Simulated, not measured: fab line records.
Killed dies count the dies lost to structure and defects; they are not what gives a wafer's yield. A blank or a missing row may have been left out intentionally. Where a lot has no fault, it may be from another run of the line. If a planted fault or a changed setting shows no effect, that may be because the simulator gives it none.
Which tool did it? -- flow nand harc -- 11 lots with 33 wafers sampled at 4 steps, on a route of 1159 steps

## WHAT THE GAUGES READ, wafer by wafer
The record holds no reading of a measuring or inspecting step that can be judged against a usual standard deviation.

## WHICH TOOL RAN EACH LOT (tool, then ch and the chambers of the sampled wafers, then the start)
lot,NHARC_P_ZERO_WELL_DESCUM_54,NHARC_P_STI_DESCUM_14,NHARC_P_STI_CMP_21,NHARC_P_GATE_ETCH_104
L138,"rie diel-09 ch 1,3, day 2 05:40","rie diel-11 ch 0,2, day 3 03:01","cmp-04 ch 0,1, day 3 22:56","rie diel-02 ch 0,1, day 5 09:59"
L139,"rie diel-04 ch 0,3, day 2 11:59","rie diel-08 ch 0,1,2, day 3 02:51","cmp-02 ch 0,2,3, day 3 22:59","rie diel-07 ch 1,2,3, day 5 09:17"
L141,"rie diel-03 ch 0,3, day 2 23:50","rie diel-11 ch 0,2, day 3 17:09","cmp-04 ch 1,2,3, day 4 14:59","rie diel-01 ch 0,1,2, day 5 22:28"
L142,"rie diel-03 ch 0,1, day 3 05:59","rie diel-08 ch 0,1,3, day 3 23:13","cmp-02 ch 0,1,3, day 4 19:58","rie diel-01 ch 1,2, day 6 08:52"
L143,"rie diel-04 ch 2,3, day 3 11:59","rie diel-11 ch 0,2, day 4 07:19","cmp-01 ch 0,2, day 5 04:47","rie diel-01 ch 1,2,3, day 6 13:01"
L144,"rie diel-09 ch 1,2, day 3 17:53","rie diel-11 ch 1,2,3, day 4 13:37","cmp-01 ch 0,1, day 5 11:29","rie diel-02 ch 0,3, day 6 19:52"
L145,"rie diel-03 ch 0,3, day 3 23:49","rie diel-13 ch 1,2,3, day 4 18:53","cmp-02 ch 0,1, day 5 17:43","rie diel-07 ch 0,2, day 7 00:04"
L150,"rie diel-04 ch 0,2,3, day 5 06:05","rie diel-11 ch 0,1,3, day 6 02:01","cmp-04 ch 0,2,3, day 6 21:54","rie diel-01 ch 0,1,2, day 8 05:07"
L151,"rie diel-04 ch 0,1, day 5 11:59","rie diel-13 ch 0,1,3, day 6 02:11","cmp-02 ch 0,1,3, day 6 21:54","rie diel-01 ch 0,2,3, day 8 05:34"
L153,"rie diel-03 ch 0,2,3, day 5 23:55","rie diel-08 ch 0,1,3, day 6 17:32","cmp-02 ch 0,1,3, day 7 11:58","rie diel-01 ch 0,1,2, day 8 23:08"
L157,"rie diel-04 ch 0,1,3, day 7 00:13","rie diel-08 ch 1,2,3, day 7 17:33","cmp-04 ch 0,2,3, day 8 14:22","rie diel-02 ch 0,1,3, day 10 01:38"
- NHARC_P_ZERO_WELL_DESCUM_54: chemistry O2, time 3 s.
- NHARC_P_STI_DESCUM_14: chemistry O2, time 3 s.
- NHARC_P_STI_CMP_21: polishes, t overpolish 20 s, target thk 380.67 nm.
- NHARC_P_GATE_ETCH_104: etches the open film in CF4/CHF3, target depth 60 nm.

## AS READ BY THE TOOLS THEMSELVES (means over the sampled wafers that have a number; for cases with no such wafer, the mark the record gives instead)
NHARC_P_ZERO_WELL_DESCUM_54. Usual: drypump motor current A 5.6 A, standard deviation 0.43; o2 flow sccm 200.0 sccm, standard deviation 0.57; oes product au 0.999 a.u., standard deviation 0.0071; rf vpp V 57.8 V, standard deviation 0.89; showerhead plenum p Torr 1.94 Torr, standard deviation 0.075; throttle valve pct 11.311 %, standard deviation 0.0092.
lot,tool,drypump motor current A (A),o2 flow sccm (sccm),oes product au (a.u.),rf vpp V (V),showerhead plenum p Torr (Torr),throttle valve pct (%),flag
L138,rie diel-09,5.6,200.5,1.006,57.8,1.97,11.316,
L139,rie diel-04,5.6,200.3,1.002,57.7,1.95,11.314,
L141,rie diel-03,5.3,200.3,0.990,57.7,1.94,11.313,
L142,rie diel-03,5.2,199.7,1.003,57.0,1.82,11.322,
L143,rie diel-04,5.8,199.7,0.991,58.8,1.97,11.316,
L144,rie diel-09,5.5,200.3,1.000,58.1,2.00,11.307,
L145,rie diel-03,5.4,200.3,0.997,58.0,2.00,11.306,
L150,rie diel-04,5.9,200.0,1.003,57.5,1.95,11.307,
L151,rie diel-04,5.5,199.7,1.001,57.0,1.88,11.314,
L153,rie diel-03,5.2,200.4,0.986,57.3,1.91,11.311,
L157,rie diel-04,5.6,200.1,0.991,58.6,1.91,11.312,

NHARC_P_STI_DESCUM_14. Usual: drypump motor current A 5.8 A, standard deviation 0.51; o2 flow sccm 200.0 sccm, standard deviation 0.57; oes product au 1.001 a.u., standard deviation 0.008; rf vpp V 57.7 V, standard deviation 0.97; showerhead plenum p Torr 1.90 Torr, standard deviation 0.09; throttle valve pct 11.312 %, standard deviation 0.0087.
lot,tool,drypump motor current A (A),o2 flow sccm (sccm),oes product au (a.u.),rf vpp V (V),showerhead plenum p Torr (Torr),throttle valve pct (%),flag
L138,rie diel-11,5.8,200.3,1.008,57.4,1.96,11.317,
L139,rie diel-08,6.2,200.4,0.995,57.9,1.91,11.319,
L141,rie diel-11,5.7,199.9,1.007,57.4,1.99,11.308,
L142,rie diel-08,6.0,200.2,1.000,57.5,1.91,11.317,
L143,rie diel-11,5.8,199.4,1.007,57.6,1.96,11.314,
L144,rie diel-11,6.1,200.3,0.997,56.9,1.89,11.316,
L145,rie diel-13,5.3,199.7,0.998,56.9,1.86,11.314,
L150,rie diel-11,6.2,199.9,1.004,58.6,1.85,11.313,
L151,rie diel-13,5.1,200.4,0.988,57.3,1.88,11.316,
L153,rie diel-08,6.0,199.6,1.002,57.7,1.91,11.307,
L157,rie diel-08,5.9,200.4,1.003,58.4,1.95,11.309,

NHARC_P_STI_CMP_21. Usual: motor current A 12.1 A, standard deviation 0.94; overpolish run s 20.000 s, standard deviation 0.0094; retaining ring pressure frac 1.001, standard deviation 0.0049; slurry filter dp kPa 13.51 kPa, standard deviation 0.15.
lot,tool,motor current A (A),overpolish run s (s),retaining ring pressure frac,slurry filter dp kPa (kPa),flag
L138,cmp-04,11.7,19.998,0.999,13.56,
L139,cmp-02,12.8,19.998,1.001,13.47,
L141,cmp-04,12.3,20.004,1.007,13.65,
L142,cmp-02,13.3,20.000,0.997,13.37,
L143,cmp-01,12.2,19.997,0.999,13.63,
L144,cmp-01,12.3,19.995,1.006,13.55,
L145,cmp-02,12.9,19.997,0.995,13.43,
L150,cmp-04,12.5,20.004,1.001,13.59,
L151,cmp-02,12.8,19.999,1.003,13.45,
L153,cmp-02,13.5,20.005,1.003,13.51,
L157,cmp-04,12.4,20.002,1.003,13.66,

NHARC_P_GATE_ETCH_104. Usual: cf4 flow sccm 99.97 sccm (standard deviation 0.3); drypump motor current A 5.73 A (standard deviation 0.24); oes product au 0.947 a.u. (standard deviation 0.017); rf fwd power W 492.1 W (standard deviation 2.7); rf vpp V 371.5 V (standard deviation 2.3); showerhead plenum p Torr 1.60 Torr (standard deviation 0.066); throttle valve pct 16.802 % (standard deviation 0.0094).
lot,tool,cf4 flow sccm (sccm),drypump motor current A (A),oes product au (a.u.),rf fwd power W (W),rf vpp V (V),showerhead plenum p Torr (Torr),throttle valve pct (%),flag
L138,rie diel-02,99.87,5.61,0.929,493.4,368.8,1.52,16.797,
L139,rie diel-07,99.89,5.55,0.971,494.6,371.7,1.60,16.806,
L141,rie diel-01,100.09,5.91,0.970,492.7,372.5,1.64,16.805,
L142,rie diel-01,99.99,5.76,0.926,491.0,373.6,1.66,16.795,
L143,rie diel-01,100.03,5.75,0.961,492.8,371.1,1.59,16.804,
L144,rie diel-02,100.18,5.92,0.940,487.7,370.4,1.56,16.807,
L145,rie diel-07,99.81,5.64,0.949,494.2,372.9,1.63,16.810,
L150,rie diel-01,100.02,5.89,0.924,492.0,373.3,1.64,16.801,
L151,rie diel-01,99.91,5.83,0.904,472.1,370.3,1.58,16.800,OFF
L153,rie diel-01,99.78,5.89,0.947,472.5,372.5,1.64,16.801,OFF
L157,rie diel-02,99.81,5.81,0.932,490.0,369.1,1.55,16.799,

## THE ANSWER, worked out from the rows above alone
Rule: take the mean of a lot's wafers that have a number; if it is more than 3 standard deviations from the usual mean, the lot is off. A lot without any number at a reading at which 4 lots or more have one is off too. Any other lot the step has rows for is counted as sound. Order of review: gauges by route order, followed by the tools' own readings, for which a lot's mean as printed above is used. At the first step where some lot is off, the reading lying furthest off is the one used; lots without a number count as furthest.
Off, at NHARC_P_GATE_ETCH_104 on rf fwd power W: L151, L153.
A tool fits if, at that step or a process step before it, it ran every lot that is off, and no sound lot after the first of them. Undecided on this evidence; 2 tools fit (cmp-02 at NHARC_P_STI_CMP_21, rie diel-01 at NHARC_P_GATE_ETCH_104).

## WHAT THE SIMULATOR HAD INSERTED
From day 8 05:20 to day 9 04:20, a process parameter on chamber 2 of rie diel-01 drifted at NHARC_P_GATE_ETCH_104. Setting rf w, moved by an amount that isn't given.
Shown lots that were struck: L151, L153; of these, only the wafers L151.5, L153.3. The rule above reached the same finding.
